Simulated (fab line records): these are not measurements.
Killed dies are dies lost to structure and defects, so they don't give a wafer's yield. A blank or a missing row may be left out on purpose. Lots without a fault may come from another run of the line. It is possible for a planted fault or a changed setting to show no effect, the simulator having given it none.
Lot-split experiment + flow n5-finfet + route with 1938 steps; 7 lots, 21 wafers read

ABOUT THE SPLIT
At N5_BEOL_M10_COAT_05 (resist thk 90 nm), the setting spin-rpm was moved away from the recipe's 1500 rpm on 10 of the 21 wafers read, by -6.9% to +9.9%. The other wafers ran this setting at the recipe's value.

FROM THE SPLIT TO THE READING: what the file shows between them, 2 steps
- N5_BEOL_M10_EBR_07
- N5_BEOL_M10_SOFTBAKE_06: time 60 s

THE READING
CAR-ArF_of_BEOL_M10_COAT_05.thk-nm (the simulator's own value, which no gauge read), in nm, at N5_BEOL_M10_DESCUM_16 (chemistry O2, time 7.9 s). The file does not state a usual value for it. Average 83.5 nm, standard deviation 0.24 nm, over the 11 wafers here run with the recipe.

| wafer  | tool, chamber at the split | spin-rpm as run, rpm | against the recipe | CAR-ArF_of_BEOL_M10_COAT_05.thk-nm, nm | against lot-mates on the recipe |
|--------|----------------------------|----------------------|--------------------|----------------------------------------|---------------------------------|
| L080.1 | litho-track-03, 0          | 1500                 | recipe             | 83.4                                   | -                               |
| L080.2 | litho-track-03, 0          | 1500                 | recipe             | 83.8                                   | -                               |
| L080.5 | litho-track-03, 0          | 1500                 | recipe             | 83.6                                   | -                               |
| L087.1 | litho-track-04, 0          | 1500                 | recipe             | 83.8                                   | -                               |
| L087.4 | litho-track-04, 0          | 1500                 | recipe             | 83.8                                   | -                               |
| L087.2 | litho-track-04, 0          | 1412                 | -5.9%              | 86.6                                   | +2.8                            |
| L090.1 | litho-track-01, 0          | 1451                 | -3.3%              | 85                                     | +1.2                            |
| L090.5 | litho-track-01, 0          | 1451                 | -3.3%              | 85                                     | +1.2                            |
| L090.6 | litho-track-01, 0          | 1500                 | recipe             | 83.8                                   | -                               |
| L091.1 | litho-track-01, 0          | 1614                 | +7.6%              | 80.8                                   | -2.8                            |
| L091.5 | litho-track-01, 0          | 1614                 | +7.6%              | 80.6                                   | -3.0                            |
| L091.6 | litho-track-01, 0          | 1500                 | recipe             | 83.6                                   | -                               |
| L093.1 | litho-track-03, 0          | 1500                 | recipe             | 83                                     | -                               |
| L093.2 | litho-track-03, 0          | 1500                 | recipe             | 83.4                                   | -                               |
| L093.5 | litho-track-03, 0          | 1500                 | recipe             | 83.4                                   | -                               |
| L095.1 | litho-track-03, 0          | 1500                 | recipe             | 83.4                                   | -                               |
| L095.3 | litho-track-03, 0          | 1397                 | -6.9%              | 86.8                                   | +3.4                            |
| L095.6 | litho-track-03, 0          | 1397                 | -6.9%              | 86.8                                   | +3.4                            |
| L096.1 | litho-track-04, 0          | 1648                 | +9.9%              | 79                                     | no lot-mate on the recipe       |
| L096.6 | litho-track-04, 0          | 1648                 | +9.9%              | 79                                     | no lot-mate on the recipe       |
| L096.3 | litho-track-04, 0          | 1648                 | +9.9%              | 79.2                                   | no lot-mate on the recipe       |

FIT RESULTS
A straight line over all 21 wafers: CAR-ArF_of_BEOL_M10_COAT_05.thk-nm changes by -0.447 nm for each +1% of spin-rpm; r = -0.99; the points scatter about the line by 0.27 nm.
The same after taking each lot's own level away (the mean of its wafers on the recipe; 18 wafers): -0.43 nm for each +1%; r = -0.99; scatter 0.24 nm.
That fit puts the effect of the largest move of spin-rpm on the reading at 4.2 nm.
From 83.27 to 83.80 nm: that is the span of the lots' own levels, equal to 2.2 times the standard deviation above.
The two slopes agree, so the slope changes little with the lot-to-lot level.
Check: -3.36 nm against its lot-mates is what the line predicts for one of the wafers moved furthest among these (+7.6%) when that wafer is left out of the fit. Against them it came out at -2.8 nm.

FURTHER SPLITS ON THESE WAFERS
Other splits were also applied to these wafers ahead of the reading. Each is held against what the fit with the lots' levels taken away leaves over:
| other split on the same wafers    | wafers away from the commonest value | r with CAR-ArF_of_BEOL_M10_COAT_05.thk-nm (lot level and that fit taken away) |
|-----------------------------------|--------------------------------------|-------------------------------------------------------------------------------|
| N5_BEOL_M9_ILD_DEP_00 time-s      | 9                                    | +0.04                                                                         |
| N5_BEOL_M9_HM_DEP_02 target-thk-a | 7                                    | +0.32                                                                         |
| N5_BEOL_M9_EXPOSE_25 dose-mj      | 2                                    | +0.37                                                                         |

THE WHOLE CHAIN: every reading that the file lists as answering this split, in the file's order
| step                  | what it does             | reading                                                                             | change (the file's fit)               | r (the file's) |
|-----------------------|--------------------------|-------------------------------------------------------------------------------------|---------------------------------------|----------------|
| N5_BEOL_M10_COAT_05   | resist thk 90 nm         | CAR-ArF_of_BEOL_M10_COAT_05.thk-nm (the simulator's own value, which no gauge read) | -0.429 nm for each +1% of the setting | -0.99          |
| N5_BEOL_M10_DESCUM_16 | chemistry O2, time 7.9 s | CAR-ArF_of_BEOL_M10_COAT_05.thk-nm (the simulator's own value, which no gauge read) | -0.438 nm for each +1% of the setting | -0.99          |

FILE'S OWN FIT
CAR-ArF_of_BEOL_M10_COAT_05.thk-nm changes by -0.438 nm for each +1% of spin-rpm, r = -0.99.
